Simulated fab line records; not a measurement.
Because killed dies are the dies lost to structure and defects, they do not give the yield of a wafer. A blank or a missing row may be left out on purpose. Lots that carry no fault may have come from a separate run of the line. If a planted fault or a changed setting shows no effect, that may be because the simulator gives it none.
fab line records	flow nandHarc
[record] lots = 6	wafers = 18	lastDay = 22
route steps=1159 shown A_ZERO_WELL@412 A_SOURCE_PLATE@413 A_ONON_D1@424 A_CHANNEL_HOLE_D1@450 END@1159
lots with no fault: from the same line, run without faults
startH: hours from the record's opening day to when the first of the lot's shown wafers began	waitH: how many hours have passed since the lot's step before this one	" same as the row above	L1.1+2: several wafers, shown together as one row	- either no value or no given start	* or withheld: withheld	< > ~ a bound
route shown NAME@n: a module of which the file shows steps, and the number in the route of the first	usual: mean/standard deviation taken from wafers without a fault	same: alike in all rows	chamber/n: place in a boat	sites: each site's reading	_std_site: standard deviation across them	_edge_site: mean of outer sites minus mean of inner sites	radiusMm: how far each site lies from the wafer's centre	mask NAME#n: copy n	behind: the tool/chamber that last shaped the wafer	hold: what put the lot on hold/how long, in hours/how the hold closed	device: the n, p or np transistor that did not switch	end of line: tests run on the same wafers once the route is complete	for a step that has no rows: nothing shown but its recipe	killed: count of dies lost to structure and defects at first sort (not the wafer's yield)	map: a wafer's dies, marking killed ones x, the rest . and places with no die _
set.NAME: setting as actually run; set.NAME@STEP: the setting as run at that earlier step	model.NAME: the simulator's own value behind a step, which no gauge read
lots seen at some steps along the route; tables by step, rows by wafer
services: when a tool's chamber went out of use (startH, in hours from the record's first day, below 0 if earlier), for how many hours, and the reason
[[steps]]
[step NHARC_A_ZERO_WELL_INSPECT_17]
[usual] rawDefectCount = 12/6.2
lot.wafer	tool	chamber	startH	waitH	rawDefectCount
L838.1	defectInspect-02	-	160.58	0.2	6
L838.2	"	-	"	"	4
L838.4	"	-	"	"	2
L839.4	defectInspect-02	-	166.93	0.1	18
L839.5	"	-	"	"	2
L839.6	"	-	"	"	21
L841.1	defectInspect-02	-	178.26	0.2	13
L841.2	"	-	"	"	12
L841.3	"	-	"	"	7
L843.1	defectInspect-02	-	187.55	0.2	5
L843.5	"	-	"	"	16
L843.6	"	-	"	"	10
L845.2	defectInspect-01	-	209.16	0.1	6
L845.4	"	-	"	"	9
L845.6	"	-	"	"	6
L844.1	defectInspect-01	-	225.53	0.2	13
L844.5	"	-	"	"	6
L844.6	"	-	"	"	15
[step NHARC_A_SOURCE_PLATE_PRECLEAN_00]
[recipe] timeS = 60	chemistry = HF-LAST
[step NHARC_A_SOURCE_PLATE_SRD_01]
[step NHARC_A_SOURCE_PLATE_OXIDE_02]
[recipe] targetThkA = 100	tempC = 900	oxTimeS = 1362	material = SiO2
[step NHARC_A_SOURCE_PLATE_THK_MEAS_09]
[recipe] thkMeasGauge = ellipsometry
[usual] thkNm = 9.9/1.1
lot.wafer	tool	chamber	startH	waitH	thkNm
L838.1	filmMetro-02	-	168.47	0.4	10.2
L838.2	"	-	"	"	9.7
L838.4	"	-	"	"	6.3
L839.4	filmMetro-02	-	176.15	0.4	9.9
L839.5	"	-	"	"	8.6
L839.6	"	-	"	"	8.8
L841.1	filmMetro-01	-	185.38	0.4	10.7
L841.2	"	-	"	"	9.5
L841.3	"	-	"	"	8.7
L843.1	filmMetro-02	-	194.63	0.4	12.1
L843.5	"	-	"	"	10.3
L843.6	"	-	"	"	10.2
L845.2	filmMetro-02	-	216.59	0.4	8.6
L845.4	"	-	"	"	9.2
L845.6	"	-	"	"	9.2
L844.1	filmMetro-02	-	233.03	0.4	9.5
L844.5	"	-	"	"	8.1
L844.6	"	-	"	"	10.5
[step NHARC_A_SOURCE_PLATE_PVD_04]
[recipe] targetThkA = 500	material = WSi2
[step NHARC_A_SOURCE_PLATE_CVD_03]
[recipe] targetThkA = 2000	tempC = 620	pressureMtorr = 200	timeS = 4000	material = poly-Si
[step NHARC_A_SOURCE_PLATE_ANNEAL_05]
[recipe] tempC = 850	timeS = 1800
[step NHARC_A_SOURCE_PLATE_THK_MEAS_06]
[recipe] thkMeasGauge = ellipsometry
[usual] thkNm = 199.3/1.8
lot.wafer	tool	chamber	startH	waitH	thkNm
L838.1	filmMetro-02	-	181.65	0.4	197.8
L838.2	"	-	"	"	198.8
L838.4	"	-	"	"	197.4
L839.4	filmMetro-01	-	190.04	0.4	196.1
L839.5	"	-	"	"	198.9
L839.6	"	-	"	"	198.2
L841.1	filmMetro-01	-	198.33	0.4	201.9
L841.2	"	-	"	"	198.5
L841.3	"	-	"	"	200.7
L843.1	filmMetro-02	-	209.51	0.4	198.6
L843.5	"	-	"	"	200.9
L843.6	"	-	"	"	201.6
L845.2	filmMetro-02	-	230.73	0.4	199.0
L845.4	"	-	"	"	197.5
L845.6	"	-	"	"	199.4
L844.1	filmMetro-02	-	249.80	0.4	196.8
L844.5	"	-	"	"	198.6
L844.6	"	-	"	"	198.6
[step NHARC_A_SOURCE_PLATE_INSPECT_08]
[usual] rawDefectCount = 53/21
lot.wafer	tool	chamber	startH	waitH	rawDefectCount
L838.1	defectInspect-02	-	181.71	0.0	77
L838.2	"	-	"	"	47
L838.4	"	-	"	"	57
L839.4	defectInspect-02	-	190.12	0.0	53
L839.5	"	-	"	"	65
L839.6	"	-	"	"	43
L841.1	defectInspect-01	-	198.41	0.0	56
L841.2	"	-	"	"	56
L841.3	"	-	"	"	73
L843.1	defectInspect-01	-	209.60	0.0	99
L843.5	"	-	"	"	67
L843.6	"	-	"	"	47
L845.2	defectInspect-01	-	230.84	0.0	23
L845.4	"	-	"	"	26
L845.6	"	-	"	"	35
L844.1	defectInspect-01	-	249.86	0.0	42
L844.5	"	-	"	"	36
L844.6	"	-	"	"	39
[step NHARC_A_ONON_D1_DEP_00]
[recipe] targetThkA = 10000	n2FlowSccm = 2750	n2oFlowSccm = 2000	nh3FlowSccm = 500	sih4FlowSccm = 210	tempC = 400
[usual] n2FlowSccm = 2751/8.4	nh3FlowSccm = 500.1/1.3
lot.wafer	tool	chamber	startH	waitH	n2FlowSccm	nh3FlowSccm
L838.1	pecvdOnon-02	0	181.78	0.1	2753	498.6
L838.2	"	0	"	"	2755	500.3
L838.4	"	0	"	"	2753	500.1
L839.4	pecvdOnon-04	0	190.37	0.2	2772	502.5
L839.5	"	0	"	"	2763	498.8
L839.6	"	0	"	"	2749	502.1
L841.1	pecvdOnon-04	0	198.48	0.1	2754	501.8
L841.2	"	0	"	"	2756	500.8
L841.3	"	0	"	"	2755	500.1
L843.1	pecvdOnon-04	0	209.90	0.3	2756	501.3
L843.5	"	0	"	"	2743	501.1
L843.6	"	0	"	"	2750	502.3
L845.2	pecvdOnon-04	0	230.97	0.1	2753	500.0
L845.4	"	0	"	"	2761	500.0
L845.6	"	0	"	"	2758	498.9
L844.1	pecvdOnon-04	0	250.00	0.1	2755	497.5
L844.5	"	0	"	"	2751	501.7
L844.6	"	0	"	"	2746	499.6
[step NHARC_A_ONON_D1_THK_MEAS_02]
[recipe] thkMeasGauge = ellipsometry
[usual] thkNm = 999/9.4
lot.wafer	tool	chamber	startH	waitH	thkNm
L838.1	filmMetro-01	-	182.28	-	1013
L838.2	"	-	"	"	1013
L838.4	"	-	"	"	1013
L839.4	filmMetro-01	-	190.71	-	977
L839.5	"	-	"	"	977
L839.6	"	-	"	"	978
L841.1	filmMetro-02	-	198.99	-	994
L841.2	"	-	"	"	993
L841.3	"	-	"	"	992
L843.1	filmMetro-01	-	210.41	-	994
L843.5	"	-	"	"	995
L843.6	"	-	"	"	996
L845.2	filmMetro-02	-	231.42	-	1001
L845.4	"	-	"	"	1000
L845.6	"	-	"	"	1001
L844.1	filmMetro-02	-	250.52	-	1000
L844.5	"	-	"	"	998
L844.6	"	-	"	"	1000
[step NHARC_A_ONON_D1_DEP_03]
[recipe] targetThkA = 10000	n2FlowSccm = 2750	n2oFlowSccm = 2000	nh3FlowSccm = 500	sih4FlowSccm = 210	tempC = 400
[step NHARC_A_ONON_D1_THK_MEAS_05]
[recipe] thkMeasGauge = ellipsometry
[usual] thkNm = 999/8.8
lot.wafer	tool	chamber	startH	waitH	thkNm
L838.1	filmMetro-01	-	182.85	-	1008
L838.2	"	-	"	"	1008
L838.4	"	-	"	"	1010
L839.4	filmMetro-01	-	191.28	-	979
L839.5	"	-	"	"	979
L839.6	"	-	"	"	978
L841.1	filmMetro-02	-	199.56	-	990
L841.2	"	-	"	"	990
L841.3	"	-	"	"	991
L843.1	filmMetro-01	-	210.98	-	1014
L843.5	"	-	"	"	1013
L843.6	"	-	"	"	1014
L845.2	filmMetro-02	-	231.99	-	1005
L845.4	"	-	"	"	1006
L845.6	"	-	"	"	1005
L844.1	filmMetro-01	-	251.20	-	999
L844.5	"	-	"	"	997
L844.6	"	-	"	"	998
[step NHARC_A_ONON_D1_DEP_06]
[recipe] targetThkA = 10000	n2FlowSccm = 2750	n2oFlowSccm = 2000	nh3FlowSccm = 500	sih4FlowSccm = 210	tempC = 400
[step NHARC_A_ONON_D1_THK_MEAS_08]
[recipe] thkMeasGauge = ellipsometry
[usual] thkNm = 1000/9.4
lot.wafer	tool	chamber	startH	waitH	thkNm
L838.1	filmMetro-01	-	183.41	-	993
L838.2	"	-	"	"	993
L838.4	"	-	"	"	992
L839.4	filmMetro-02	-	191.85	-	996
L839.5	"	-	"	"	994
L839.6	"	-	"	"	995
L841.1	filmMetro-02	-	200.48	-	989
L841.2	"	-	"	"	986
L841.3	"	-	"	"	988
L843.1	filmMetro-02	-	211.55	-	990
L843.5	"	-	"	"	992
L843.6	"	-	"	"	991
L845.2	filmMetro-02	-	232.56	-	999
L845.4	"	-	"	"	998
L845.6	"	-	"	"	996
L844.1	filmMetro-01	-	251.78	-	995
L844.5	"	-	"	"	995
L844.6	"	-	"	"	993
[step NHARC_A_ONON_D1_DEP_09]
[recipe] targetThkA = 10000	n2FlowSccm = 2750	n2oFlowSccm = 2000	nh3FlowSccm = 500	sih4FlowSccm = 210	tempC = 400
[step NHARC_A_ONON_D1_THK_MEAS_11]
[recipe] thkMeasGauge = ellipsometry
[usual] thkNm = 1000/8.5
lot.wafer	tool	chamber	startH	waitH	thkNm
L838.1	filmMetro-02	-	183.98	-	995
L838.2	"	-	"	"	995
L838.4	"	-	"	"	993
L839.4	filmMetro-02	-	192.41	-	1008
L839.5	"	-	"	"	1011
L839.6	"	-	"	"	1008
L841.1	filmMetro-02	-	201.04	-	1007
L841.2	"	-	"	"	1008
L841.3	"	-	"	"	1006
L843.1	filmMetro-02	-	212.11	-	998
L843.5	"	-	"	"	998
L843.6	"	-	"	"	996
L845.2	filmMetro-01	-	233.12	-	1025
L845.4	"	-	"	"	1023
L845.6	"	-	"	"	1025
L844.1	filmMetro-01	-	252.34	-	990
L844.5	"	-	"	"	991
L844.6	"	-	"	"	991
[step NHARC_A_ONON_D1_DEP_12]
[recipe] targetThkA = 10000	n2FlowSccm = 2750	n2oFlowSccm = 2000	nh3FlowSccm = 500	sih4FlowSccm = 210	tempC = 400
[step NHARC_A_ONON_D1_THK_MEAS_14]
[recipe] thkMeasGauge = ellipsometry
[usual] thkNm = 1001/9.6
lot.wafer	tool	chamber	startH	waitH	thkNm
L838.1	filmMetro-01	-	184.54	-	1004
L838.2	"	-	"	"	1006
L838.4	"	-	"	"	1004
L839.4	filmMetro-01	-	192.98	-	1010
L839.5	"	-	"	"	1011
L839.6	"	-	"	"	1012
L841.1	filmMetro-01	-	201.60	-	1005
L841.2	"	-	"	"	1007
L841.3	"	-	"	"	1006
L843.1	filmMetro-02	-	212.70	-	1004
L843.5	"	-	"	"	1004
L843.6	"	-	"	"	1003
L845.2	filmMetro-02	-	233.69	-	999
L845.4	"	-	"	"	998
L845.6	"	-	"	"	998
L844.1	filmMetro-02	-	252.90	-	989
L844.5	"	-	"	"	989
L844.6	"	-	"	"	990
[step NHARC_A_ONON_D1_ANNEAL_15]
[recipe] tempC = 750	timeS = 3600
[step NHARC_A_ONON_D1_DEP_16]
[recipe] targetThkA = 10000	n2FlowSccm = 2750	n2oFlowSccm = 2000	nh3FlowSccm = 500	sih4FlowSccm = 210	tempC = 400
[step NHARC_A_ONON_D1_THK_MEAS_18]
[recipe] thkMeasGauge = ellipsometry
[usual] thkNm = 997/10
lot.wafer	tool	chamber	startH	waitH	thkNm
L838.1	filmMetro-02	-	191.66	-	1000
L838.2	"	-	"	"	998
L838.4	"	-	"	"	998
L839.4	filmMetro-02	-	200.14	-	998
L839.5	"	-	"	"	996
L839.6	"	-	"	"	997
L841.1	filmMetro-01	-	208.35	-	995
L841.2	"	-	"	"	993
L841.3	"	-	"	"	994
L843.1	filmMetro-02	-	222.98	-	1011
L843.5	"	-	"	"	1012
L843.6	"	-	"	"	1012
L845.2	filmMetro-02	-	241.33	-	994
L845.4	"	-	"	"	994
L845.6	"	-	"	"	993
L844.1	filmMetro-01	-	260.14	-	980
L844.5	"	-	"	"	981
L844.6	"	-	"	"	981
[step NHARC_A_ONON_D1_DEP_19]
[recipe] targetThkA = 10000	n2FlowSccm = 2750	n2oFlowSccm = 2000	nh3FlowSccm = 500	sih4FlowSccm = 210	tempC = 400
[step NHARC_A_ONON_D1_THK_MEAS_21]
[recipe] thkMeasGauge = ellipsometry
[usual] thkNm = 998/11
lot.wafer	tool	chamber	startH	waitH	thkNm
L838.1	filmMetro-02	-	192.22	-	985
L838.2	"	-	"	"	987
L838.4	"	-	"	"	986
L839.4	filmMetro-02	-	200.83	-	1018
L839.5	"	-	"	"	1017
L839.6	"	-	"	"	1017
L841.1	filmMetro-01	-	208.91	-	984
L841.2	"	-	"	"	984
L841.3	"	-	"	"	982
L843.1	filmMetro-01	-	223.54	-	1013
L843.5	"	-	"	"	1014
L843.6	"	-	"	"	1013
L845.2	filmMetro-02	-	241.89	-	1003
L845.4	"	-	"	"	1003
L845.6	"	-	"	"	1005
L844.1	filmMetro-02	-	260.70	-	1001
L844.5	"	-	"	"	999
L844.6	"	-	"	"	1001
[step NHARC_A_ONON_D1_DEP_22]
[recipe] targetThkA = 10000	n2FlowSccm = 2750	n2oFlowSccm = 2000	nh3FlowSccm = 500	sih4FlowSccm = 210	tempC = 400
[step NHARC_A_ONON_D1_THK_MEAS_24]
[recipe] thkMeasGauge = ellipsometry
[usual] thkNm = 1002/12
lot.wafer	tool	chamber	startH	waitH	thkNm
L838.1	filmMetro-01	-	192.79	-	984
L838.2	"	-	"	"	986
L838.4	"	-	"	"	985
L839.4	filmMetro-02	-	201.40	-	1004
L839.5	"	-	"	"	1004
L839.6	"	-	"	"	1005
L841.1	filmMetro-02	-	209.49	-	988
L841.2	"	-	"	"	987
L841.3	"	-	"	"	987
L843.1	filmMetro-01	-	224.11	-	1012
L843.5	"	-	"	"	1012
L843.6	"	-	"	"	1011
L845.2	filmMetro-02	-	242.46	-	1010
L845.4	"	-	"	"	1009
L845.6	"	-	"	"	1012
L844.1	filmMetro-02	-	261.27	-	1002
L844.5	"	-	"	"	1005
L844.6	"	-	"	"	1003
[step NHARC_A_ONON_D1_DEP_25]
[recipe] targetThkA = 10000	n2FlowSccm = 2750	n2oFlowSccm = 2000	nh3FlowSccm = 500	sih4FlowSccm = 210	tempC = 400
[step NHARC_A_ONON_D1_THK_MEAS_27]
[recipe] thkMeasGauge = ellipsometry
[usual] thkNm = 997/12
lot.wafer	tool	chamber	startH	waitH	thkNm
L838.1	filmMetro-01	-	193.35	-	990
L838.2	"	-	"	"	990
L838.4	"	-	"	"	990
L839.4	filmMetro-01	-	201.96	-	997
L839.5	"	-	"	"	997
L839.6	"	-	"	"	997
L841.1	filmMetro-02	-	210.06	-	988
L841.2	"	-	"	"	989
L841.3	"	-	"	"	987
L843.1	filmMetro-02	-	224.67	-	986
L843.5	"	-	"	"	986
L843.6	"	-	"	"	986
L845.2	filmMetro-01	-	243.02	-	1008
L845.4	"	-	"	"	1007
L845.6	"	-	"	"	1008
L844.1	filmMetro-01	-	261.83	-	1018
L844.5	"	-	"	"	1018
L844.6	"	-	"	"	1018
[step NHARC_A_ONON_D1_DEP_28]
[recipe] targetThkA = 10000	n2FlowSccm = 2750	n2oFlowSccm = 2000	nh3FlowSccm = 500	sih4FlowSccm = 210	tempC = 400
[step NHARC_A_ONON_D1_THK_MEAS_30]
[recipe] thkMeasGauge = ellipsometry
[usual] thkNm = 998/10
lot.wafer	tool	chamber	startH	waitH	thkNm
L838.1	filmMetro-02	-	193.91	-	1005
L838.2	"	-	"	"	1007
L838.4	"	-	"	"	1006
L839.4	filmMetro-02	-	202.53	-	987
L839.5	"	-	"	"	986
L839.6	"	-	"	"	985
L841.1	filmMetro-01	-	210.62	-	995
L841.2	"	-	"	"	997
L841.3	"	-	"	"	997
L843.1	filmMetro-01	-	225.24	-	1007
L843.5	"	-	"	"	1006
L843.6	"	-	"	"	1006
L845.2	filmMetro-01	-	243.59	-	992
L845.4	"	-	"	"	995
L845.6	"	-	"	"	993
L844.1	filmMetro-01	-	262.39	-	991
L844.5	"	-	"	"	990
L844.6	"	-	"	"	991
[step NHARC_A_ONON_D1_DEP_33]
[recipe] targetThkA = 2000	tempC = 400	pressureTorr = 6.5	rfW = 900	teosFlowSccm = 161.4	flowSccm = 2650	targetThkNm = 200	gas = O2	material = SiO2
[usual] heaterPowerOuterW = 323/67	heaterPowerW = 591/86	throttleValvePct = 16.2/0.58
lot.wafer	tool	chamber	startH	waitH	heaterPowerOuterW	heaterPowerW	throttleValvePct
L838.1	pecvd-03	1	193.97	0.1	357	647	15.8
L838.2	"	2	"	"	392	684	16.5
L838.4	"	1	"	"	376	651	15.7
L839.4	pecvd-02	1	202.73	0.2	349	629	17.1
L839.5	"	2	"	"	354	686	16.4
L839.6	"	0	"	"	379	632	15.5
L841.3	pecvd-03	2	210.68	0.1	436	730	16.1
L841.1	"	0	"	"	238	444	16.4
L841.2	"	1	"	"	259	508	16.0
L843.1	pecvd-01	1	225.35	0.1	287	534	15.8
L843.5	"	1	"	"	290	541	16.0
L843.6	"	2	"	"	280	505	15.2
L845.2	pecvd-03	0	243.64	0.1	176	359	16.3
L845.6	"	1	"	"	317	570	16.0
L845.4	"	2	"	"	408	687	16.4
L844.1	pecvd-03	0	262.50	0.1	226	421	16.5
L844.5	"	0	"	"	232	442	16.3
L844.6	"	1	"	"	298	538	15.8
[step NHARC_A_ONON_D1_THK_MEAS_34]
[recipe] thkMeasGauge = ellipsometry
[usual] thkNm = 200.2/2.6
lot.wafer	tool	chamber	startH	waitH	thkNm
L838.1	filmMetro-02	-	194.53	0.5	198.6
L838.2	"	-	"	"	200.7
L838.4	"	-	"	"	206.6
L839.4	filmMetro-02	-	203.01	-	201.6
L839.5	"	-	"	"	199.8
L839.6	"	-	"	"	200.6
L841.1	filmMetro-02	-	211.10	-	199.0
L841.2	"	-	"	"	199.2
L841.3	"	-	"	"	198.0
L843.1	filmMetro-01	-	225.71	-	197.6
L843.5	"	-	"	"	199.2
L843.6	"	-	"	"	203.0
L845.2	filmMetro-02	-	244.05	-	202.5
L845.4	"	-	"	"	207.8
L845.6	"	-	"	"	204.2
L844.1	filmMetro-01	-	262.87	-	202.1
L844.5	"	-	"	"	206.5
L844.6	"	-	"	"	205.8
[step NHARC_A_CHANNEL_HOLE_D1_DEP_00]
[recipe] targetThkA = 31000	tempC = 400	material = aC
[usual] throttleValvePct = 35.000/0.0092
lot.wafer	tool	chamber	startH	waitH	throttleValvePct
L838.1	aclDep-01	0	195.71	1.1	35.016
L838.2	"	0	"	"	34.995
L838.4	"	0	"	"	35.000
L839.4	aclDep-02	0	204.10	1.0	34.993
L839.5	"	0	"	"	35.004
L839.6	"	0	"	"	35.000
L841.1	aclDep-02	0	211.25	0.1	35.003
L841.2	"	0	"	"	34.998
L841.3	"	0	"	"	34.998
L843.1	aclDep-01	0	228.59	2.8	35.000
L843.5	"	0	229.86	4.1	35.003
L843.6	"	0	"	"	34.996
L845.2	aclDep-02	0	245.09	1.0	34.989
L845.4	"	0	"	"	34.993
L845.6	"	0	"	"	35.013
L844.1	aclDep-03	0	263.00	0.1	34.988
L844.5	"	0	264.27	1.3	35.017
L844.6	"	0	"	"	34.994
[step NHARC_A_CHANNEL_HOLE_D1_DEP_01]
[recipe] targetThkA = 1400	targetThkNm = 140	tempC = 400	pressureTorr = 3.5	flowSccm = 200	rfW = 350	material = SiON
[usual] heaterPowerOuterW = 452/59	heaterPowerW = 786/67
lot.wafer	tool	chamber	startH	waitH	heaterPowerOuterW	heaterPowerW
L838.1	pecvd-01	1	197.58	1.6	372	649
L838.2	"	2	"	"	491	797
L838.4	"	1	"	"	379	673
L839.6	pecvd-01	1	205.16	0.1	374	639
L839.4	"	2	"	"	502	806
L839.5	"	0	"	"	406	732
L841.3	pecvd-02	1	213.17	1.0	473	790
L841.2	"	2	"	"	431	804
L841.1	"	0	"	"	561	899
L843.1	pecvd-01	1	230.57	1.7	448	742
L843.6	"	0	"	"	359	638
L843.5	"	1	"	"	453	777
L845.2	pecvd-02	0	246.77	1.4	490	793
L845.4	"	1	"	"	463	768
L845.6	"	0	"	"	498	813
L844.1	pecvd-02	0	264.95	1.6	482	777
L844.6	"	0	"	"	499	777
L844.5	"	1	"	"	407	707
[step NHARC_A_CHANNEL_HOLE_D1_DEHYDRATE_02]
[recipe] tempC = 150	timeS = 120
[step NHARC_A_CHANNEL_HOLE_D1_HMDS_03]
[recipe] timeS = 30
[step NHARC_END_SORT_01]
[recipe] tempC = 25
[usual] killedAtArray = 29/11	killedAtOther = 0.6/0.92	killedAtPeriphery = 3.2/2	killedDies = 33/11	killedOpen = 3.2/2	killedShort = 1.9/1.5
[same] grossDies = 677
lot.wafer	tool	chamber	startH	waitH	killedAtArray	killedAtOther	killedAtPeriphery	killedDies	killedOpen	killedShort
L841.1	prober-02	0	484.86	2.6	12	2	4	18	2	1
L841.2	prober-02	0	485.67	2.9	15	2	3	20	3	3
L841.3	prober-02	0	486.48	3.2	11	0	4	15	2	0
L843.1	prober-02	0	492.90	2.5	11	0	0	11	2	3
L843.5	prober-02	0	496.12	3.7	20	0	2	22	3	2
L843.6	prober-02	0	496.92	4.0	14	0	4	18	3	0
L845.2	prober-01	0	501.50	2.8	63	1	3	67	3	2
L845.4	prober-01	0	503.10	3.4	71	1	2	74	4	1
L845.6	prober-01	0	504.69	4.0	69	2	0	71	3	1
L844.1	prober-01	0	519.44	2.5	72	0	2	74	0	1
L844.5	prober-01	0	522.57	3.6	72	0	5	77	7	1
L844.6	prober-01	0	523.35	3.9	65	0	3	68	2	1
// killed by level:class
L841.1 A_STAIRCASE:chamberFilmFlake=4 A_CONTACT:chamberFilmFlake=3 A_CHANNEL_FILL_D1:geometricParticle:open=2 P_ZERO_WELL:chamberFilmFlake=2 A_WL_FILL:chamberFilmFlake=2 THIN_TSV:chamberFilmFlake=2 A_CHANNEL_FILL_D1:geometricParticle:short=1 P_M1:chamberFilmFlake=1
L841.2 A_CHANNEL_HOLE_D1:chamberFilmFlake=4 A_WL_FILL:geometricParticle:short=2 A_STAIRCASE:chamberFilmFlake=2 A_CONTACT:chamberFilmFlake=2 THIN_TSV:chamberFilmFlake=2 P_M0:geometricParticle:open=1 A_ONON_D1:geometricParticle:open=1 A_STAIRCASE:geometricParticle:open=1
L841.3 P_ZERO_WELL:chamberFilmFlake=3 A_STAIRCASE:chamberFilmFlake=3 A_CHANNEL_HOLE_D1:chamberFilmFlake=2 A_CONTACT:chamberFilmFlake=2 P_STI:geometricParticle:open=1 A_CONTACT:geometricParticle:open=1 A_ZERO_WELL:chamberFilmFlake=1 A_CHANNEL_FILL_D1:chamberFilmFlake=1
L843.1 A_ZERO_WELL:chamberFilmFlake=3 A_ONON_D1:geometricParticle:short=2 A_CHANNEL_HOLE_D1:chamberFilmFlake=2 A_WL_FILL:geometricParticle:open=1 A_BLC:geometricParticle:short=1 A_BLC:geometricParticle:open=1 A_CONTACT:chamberFilmFlake=1
L843.5 A_CHANNEL_HOLE_D1:chamberFilmFlake=8 A_CONTACT:chamberFilmFlake=5 P_ZERO_WELL:chamberFilmFlake=2 A_ZERO_WELL:chamberFilmFlake=2 A_ONON_D1:geometricParticle:open=1 A_CHANNEL_HOLE_D1:geometricParticle:short=1 A_CHANNEL_FILL_D1:geometricParticle:short=1 A_CONTACT:geometricParticle:open=1
L843.6 A_ZERO_WELL:chamberFilmFlake=5 A_CHANNEL_HOLE_D1:chamberFilmFlake=4 P_BONDPAD:chamberFilmFlake=2 A_STAIRCASE:chamberFilmFlake=2 A_CHANNEL_HOLE_D1:geometricParticle:open=1 A_CONTACT:geometricParticle:open=1 A_M0:geometricParticle:open=1 P_ZERO_WELL:chamberFilmFlake=1
L845.2 A_ONON_D1:unspecified=45 A_SLIT:chamberFilmFlake=9 A_WL_FILL:chamberFilmFlake=3 P_M1:geometricParticle:short=1 A_ONON_D1:geometricParticle:open=1 A_CHANNEL_FILL_D1:geometricParticle:short=1 A_CONTACT:geometricParticle:open=1 A_M0:geometricParticle:open=1
L845.4 A_ONON_D1:unspecified=42 A_SLIT:chamberFilmFlake=14 A_CHANNEL_HOLE_D1:chamberFilmFlake=5 A_STAIRCASE:chamberFilmFlake=3 A_CONTACT:chamberFilmFlake=3 P_CONTACT:geometricParticle:open=1 P_M0:geometricParticle:open=1 A_SOURCE_PLATE:geometricParticle:open=1
L845.6 A_ONON_D1:unspecified=42 A_SLIT:chamberFilmFlake=9 A_CHANNEL_HOLE_D1:chamberFilmFlake=4 A_CONTACT:chamberFilmFlake=4 A_WL_FILL:chamberFilmFlake=3 A_CONTACT:geometricParticle:open=2 A_STAIRCASE:chamberFilmFlake=2 THIN_TSV:chamberFilmFlake=2
L844.1 A_ONON_D1:unspecified=47 A_SLIT:chamberFilmFlake=14 A_CHANNEL_HOLE_D1:chamberFilmFlake=6 A_WL_FILL:chamberFilmFlake=2 A_CONTACT:chamberFilmFlake=2 A_CHANNEL_FILL_D1:geometricParticle:short=1 P_ZERO_WELL:chamberFilmFlake=1 P_M0:chamberFilmFlake=1
L844.5 A_ONON_D1:unspecified=39 A_SLIT:chamberFilmFlake=14 A_CHANNEL_HOLE_D1:chamberFilmFlake=5 A_CONTACT:chamberFilmFlake=4 P_ZERO_WELL:chamberFilmFlake=3 P_M0:geometricParticle:open=2 A_ZERO_WELL:chamberFilmFlake=2 A_ONON_D1:geometricParticle:open=1
L844.6 A_ONON_D1:unspecified=47 A_SLIT:chamberFilmFlake=7 A_CONTACT:chamberFilmFlake=3 A_CONTACT:geometricParticle:open=2 P_ZERO_WELL:chamberFilmFlake=2 A_CHANNEL_HOLE_D1:chamberFilmFlake=2 A_STAIRCASE:chamberFilmFlake=2 A_CHANNEL_FILL_D1:geometricParticle:short=1
// map L844.5 (x killed, . not)
____________x____________
_________.xxxxxx_________
_______...xxxxxxxx_______
______.....xxxxxx..______
_____.....xxxxxxx..._____
____....x.xxxxxxx....____
____........xx.xxx...____
___.....xxxxxx........___
___......x.x.xx.......___
__.........xx..x.......__
__........x.xx.....x...__
_......x.x........x....._
_........xx............._
_............x.........._
_.........x..x.........._
_......................._
........x..x....xx.......
......x...........x......
....x....................
..............x..........
.........................
_.....................x._
_.....................x._
_......................._
_...........x..........._
_......................._
__.....................__
__.....................__
___...................___
___...................___
____.................____
____.................____
_____..............._____
______.............______
_______..........._______
_________......._________
____________.____________
// map L845.4 (x killed, . not)
____________x____________
_________.xxxxxx_________
_______...xxxxxxx._______
______...xxxxxxxx..______
_____....x.xxxxx...._____
____...xx.xxxxx......____
____...x.x...xx...x..____
___.......xxx.xxx.....___
___......xxxx.........___
__......xxx.x..........__
__......x..x.x.........__
_.x.........x...x......._
_.........x..x.........._
_x......................_
_..x...................._
_.........x............._
..x......................
................x........
.x....................x..
.........................
.....................x...
_.................x....._
_......................._
_........x.............._
_....x.................._
_......................._
__.....................__
__.....................__
___...................___
___...................___
____x................____
____.................____
_____..............._____
______.............______
_______..........._______
_________......._________
____________.____________
[[services]]
tool	chamber	startH	hours	kind
pecvd-02	0	166.32	-	clean
pecvd-02	1	166.32	-	clean
pecvd-02	2	166.32	-	clean
aclDep-02	-	168.18	13.0	pm
pecvd-03	0	171.37	27.8	repair
pecvd-03	-	177.00	0.7	repair
pecvd-02	-	206.71	0.5	repair
aclDep-03	-	223.37	13.0	pm
pecvdOnon-04	-	237.00	13.0	pm
pecvd-01	-	237.26	13.0	pm
pecvd-01	0	237.26	13.0	ventCycle
pecvd-01	1	237.26	13.0	ventCycle
pecvd-01	2	237.26	13.0	ventCycle
pecvdOnon-02	-	247.08	3.0	repair
pecvd-01	0	250.26	-	clean
pecvd-01	1	250.26	-	clean
pecvd-01	2	250.26	-	clean
pecvd-03	1	258.94	2.9	repair
[[key]]
[firstSign] step = NHARC_END_SORT_01	reading = killedAtArray	direction = up	sigmas = 3.7	usual = 29	struck = 69
[effect] step = NHARC_END_SORT_01	reading = killedDies	direction = up	sigmas = 3.5	usual = 33	struck = 72
[moreKillsBornAt] NHARC_A_ONON_D1_DEP_00@pecvdOnon-04 = 262
metAt NHARC_A_ONON_D1_DEP_00
struckWafers L844.1,L844.5,L844.6,L845.2,L845.4,L845.6
testerLeftOut L844,L845
onsetBetween 209.90 230.97
alsoFits time
[fault] kind = chamberParticleSource	tool = pecvdOnon-04	chamber = -	onsetH = 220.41	steps = NHARC_A_ONON_D1_DEP_00	ratePerVisitCm2 = 0.42743	endH = 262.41
// testerLeftOut: of these lots the tester's yield and bins aren't shown, on N5 and GAA mostly nor the transistor test; their killed dies are dies lost to structure and defects alone, not to doping, threshold or leakage, so they don't give the yield
